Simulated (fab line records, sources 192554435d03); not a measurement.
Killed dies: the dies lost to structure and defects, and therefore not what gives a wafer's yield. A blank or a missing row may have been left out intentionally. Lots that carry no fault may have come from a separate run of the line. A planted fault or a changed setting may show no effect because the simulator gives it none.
Which of the tools did it? | flow n5_finfet | Sampling: 7 lots, 19 wafers, 5 of 1938 route steps

WHAT EACH GAUGE READ, for each wafer
N5_BEOL_M4_RC_MEAS_101.
lot  | measured     | on        | DIBL_N (mV/V)
L627 | day 9 11:11  | prober-01 | 36.7 39.3 37.2
L628 | day 9 19:04  | prober-01 | 35.1 40.2
L631 | day 9 22:03  | prober-01 | 30.9 34.6 34.8
L633 | day 10 00:31 | prober-02 | 38.5 37.5 37.5
L636 | day 11 02:34 | prober-02 | 38.9 36.1 36.7
L638 | day 11 13:54 | prober-02 | 34.6 36.5 36.0
L641 | day 12 13:00 | prober-01 | 36.6 36.0

WHAT TOOL EACH LOT RAN ON (gives the tool, then ch and the chambers of the sampled wafers, and finally the start)
lot  | N5_BEOL_M0_TRENCH_ETCH_107        | N5_BEOL_M0_ALD_136                 | N5_BEOL_M0_CVD_115              | N5_BEOL_M0_SPUTTER_116
L627 | rie_diel-02 ch 2,3, day 6 17:11   | ald_metal-04 ch 0,2, day 6 18:09   | cvd_co-01 ch 0,1,2, day 6 19:14 | pvd_sputter-01, day 6 19:26
L628 | rie_diel-02 ch 0,2, day 7 04:04   | ald_metal-03 ch 0,3, day 7 05:16   | cvd_co-01 ch 1,2, day 7 05:46   | pvd_sputter-02, day 7 06:06
L631 | rie_diel-06 ch 0,1,2, day 7 07:22 | ald_metal-03 ch 2,3, day 7 10:11   | cvd_co-02 ch 0,1,2, day 7 10:50 | pvd_sputter-02, day 7 10:58
L633 | rie_diel-04 ch 0,1,2, day 7 17:11 | ald_metal-03 ch 0,1,2, day 7 20:48 | cvd_co-02 ch 0,1, day 7 21:22   | pvd_sputter-03, day 7 21:32
L636 | rie_diel-04 ch 0,3, day 8 19:20   | ald_metal-03 ch 0,2, day 8 20:45   | cvd_co-02 ch 0,2, day 8 21:03   | pvd_sputter-02, day 8 21:10
L638 | rie_diel-04 ch 0,2, day 9 04:37   | ald_metal-01 ch 0,1,3, day 9 05:46 | cvd_co-02 ch 0,1,2, day 9 07:08 | pvd_sputter-02, day 9 07:16
L641 | rie_diel-06 ch 1, day 9 23:58     | ald_metal-01 ch 1, day 10 01:08    | cvd_co-02 ch 1,2, day 10 01:43  | pvd_sputter-03, day 10 03:12
- N5_BEOL_M0_TRENCH_ETCH_107: etches SiOC in C4F6/O2, target depth 32.8 nm, time 16.4 s.
- N5_BEOL_M0_ALD_136: deposits TaN, pulse time 2 s, purge time 3 s, co reactant purge time 2 s.
- N5_BEOL_M0_CVD_115: deposits Co from CCTBA/H2, time 120 s.
- N5_BEOL_M0_SPUTTER_116: material Cu, target thk 4 nm, time 7.37 s.

THE ANSWER, worked out from the rows above alone
Rule: what is usual is taken from the lots themselves. The widest of any qualifying gaps counts: lots, ordered by their means at a reading, are off when they make up no more than a third of the lots, leave a main group of 4 or more, and stand apart from it by 3 or more times the standard deviation of that group's means. A main group whose means are all the same, to the digits that the tables above print for the reading, isn't used. A lot without any number at a reading at which 4 lots or more have one is off too. All remaining lots with rows at the step are treated as sound.
None of the lots is off at any reading shown; this tells nothing.

WHAT WAS PUT IN BY THE SIMULATOR
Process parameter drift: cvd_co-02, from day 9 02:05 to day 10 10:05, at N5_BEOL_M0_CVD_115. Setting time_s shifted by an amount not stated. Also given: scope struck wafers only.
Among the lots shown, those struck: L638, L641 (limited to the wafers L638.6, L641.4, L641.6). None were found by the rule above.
